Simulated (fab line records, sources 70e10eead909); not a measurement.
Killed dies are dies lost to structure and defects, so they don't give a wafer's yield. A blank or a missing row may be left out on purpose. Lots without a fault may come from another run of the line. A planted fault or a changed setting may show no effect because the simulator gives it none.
Which tool did it? | flow nand_harc | 12 lots, 36 wafers sampled, at 1 step of a route of 1302

WHAT THE GAUGES READ, wafer by wafer
NHARC_A_ONON_D1_THK_MEAS_08: measures by ellipsometry.
lot  | measured     | on            | thk_nm (nm)
L075 | day 8 05:42  | film_metro-01 | 1005 1004 1004
L077 | day 8 21:26  | film_metro-02 | 981 980 980
L079 | day 9 20:28  | film_metro-02 | 1000 1001 1000
L082 | day 11 01:55 | film_metro-01 | 988 988 989
L083 | day 11 17:24 | film_metro-02 | 1000 997 995
L085 | day 12 09:27 | film_metro-01 | 1003 1000 1001
L087 | day 13 07:40 | film_metro-01 | 1011 1011 1010
L089 | day 14 07:19 | film_metro-02 | 1003 1004 1007
L090 | day 14 18:29 | film_metro-02 | 1000 1000 1000
L093 | day 15 21:32 | film_metro-02 | 999 998 998
L095 | day 16 09:47 | film_metro-02 | 999 1000 1001
L097 | day 17 15:38 | film_metro-01 | 1017 1018 1017

WHICH TOOL RAN EACH LOT (tool, then ch and the chambers of the sampled wafers, then the start)
The record holds no process step before these readings.

THE ANSWER, worked out from the rows above alone
Rule: what is usual is taken from the lots themselves. Put in order of their means at a reading, lots are off if they are a third of the lots or fewer, leave a main group of 4 or more, and stand apart from it by a gap of 3 or more times the standard deviation of the main group's means; of several such gaps the widest counts. A main group whose means are all the same, to the digits that the tables above print for the reading, isn't used. A lot without any number at a reading at which 4 lots or more have one is off too. The other lots that the step has rows for count as sound.
No lot is off at any reading shown: from this, nothing can be told.

WHAT THE SIMULATOR HAD PUT IN
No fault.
